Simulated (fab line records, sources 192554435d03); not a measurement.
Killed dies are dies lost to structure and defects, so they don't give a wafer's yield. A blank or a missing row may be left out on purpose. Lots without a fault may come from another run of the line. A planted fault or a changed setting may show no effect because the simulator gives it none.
Chamber matching | flow n5_finfet | N5_ILD0_LINER_00 on ald_sin-03: 4 sister chambers
The step material SiNx, target thk 4 nm, pulse time 1 s, purge time 2 s. 20 wafers are shown with their chamber, then 10 later ones without.

WAFERS WITH THEIR CHAMBER
wafer  | chamber | heater_power_w (W) | precursor_pulse_height_rel | susceptor_temp_C (C)
L081.3 | 3       | 914                | 1.007                      | 399.53
L081.5 | 3       | 879                | 1.021                      | 399.83
L081.6 | 2       | 690                | 1.039                      | 399.99
L082.1 | 1       | 1012               | 0.988                      | 400.08
L082.2 | 3       | 881                | 0.984                      | 399.88
L082.5 | 1       | 997                | 1.023                      | 399.96
L085.1 | 2       | 702                | 1.015                      | 400.08
L085.2 | 0       | 782                | 1.041                      | 399.84
L085.3 | 3       | 879                | 1.015                      | 400.32
L086.1 | 2       | 706                | 0.967                      | 400.08
L086.2 | 3       | 876                | 1.009                      | 400.71
L086.4 | 1       | 1032               | 0.989                      | 399.76
L089.2 | 0       | 749                | 1.007                      | 399.92
L089.5 | 3       | 880                | 0.988                      | 399.50
L089.6 | 2       | 709                | 1.019                      | 400.15
L091.1 | 0       | 771                | 1.002                      | 400.59
L091.2 | 1       | 1023               | 1.032                      | 400.01
L091.6 | 3       | 867                | 0.998                      | 400.19
L093.2 | 0       | 774                | 1.003                      | 400.09
L093.5 | 1       | 1003               | 0.981                      | 400.56

SIGNATURES (means of the wafers above)
reading                    | chamber 0 | chamber 1 | chamber 2 | chamber 3 | scatter within a chamber
heater_power_w             | 769.00    | 1013.40   | 701.75    | 882.29    | 13.5
precursor_pulse_height_rel | 1.01325   | 1.00260   | 1.01000   | 1.00314   | 0.0211
susceptor_temp_C           | 400.1100  | 400.0740  | 400.0750  | 399.9943  | 0.341
Rule: a wafer's distance from a chamber is the root of the sum, over the readings, of the square of ((its reading less the chamber's mean) divided by the reading's scatter). The wafer belongs to the nearest chamber; if the next one is less than 2 further off, it can't be placed. The scatter: the root of (the sum of the squares of (reading less its chamber's mean) over the shown wafers, divided by (wafers less chambers)).

WAFERS WITHOUT THEIR CHAMBER
wafer  | heater_power_w (W) | precursor_pulse_height_rel | susceptor_temp_C (C)
L093.6 | 762                | 0.992                      | 399.67
L095.1 | 715                | 1.022                      | 399.91
L095.2 | 1014               | 0.979                      | 399.94
L095.6 | 988                | 1.002                      | 399.82
L096.1 | 766                | 0.970                      | 399.68
L096.2 | 707                | 0.984                      | 399.82
L096.5 | 701                | 0.986                      | 400.20
L097.1 | 890                | 1.027                      | 399.90
L097.2 | 1015               | 0.966                      | 400.19
L097.5 | 1020               | 0.987                      | 399.98

WHICH CHAMBER EACH WENT THROUGH
wafer  | from the rows above | in truth
L093.6 | 0                   | 0
L095.1 | 2                   | 2
L095.2 | 1                   | 1
L095.6 | 1                   | 1
L096.1 | 0                   | 0
L096.2 | 2                   | 2
L096.5 | 2                   | 2
L097.1 | 3                   | 3
L097.2 | 1                   | 1
L097.5 | 1                   | 1
Placed correctly: 10 of 10. Can't be placed from these rows: 0. Placed wrongly: 0.
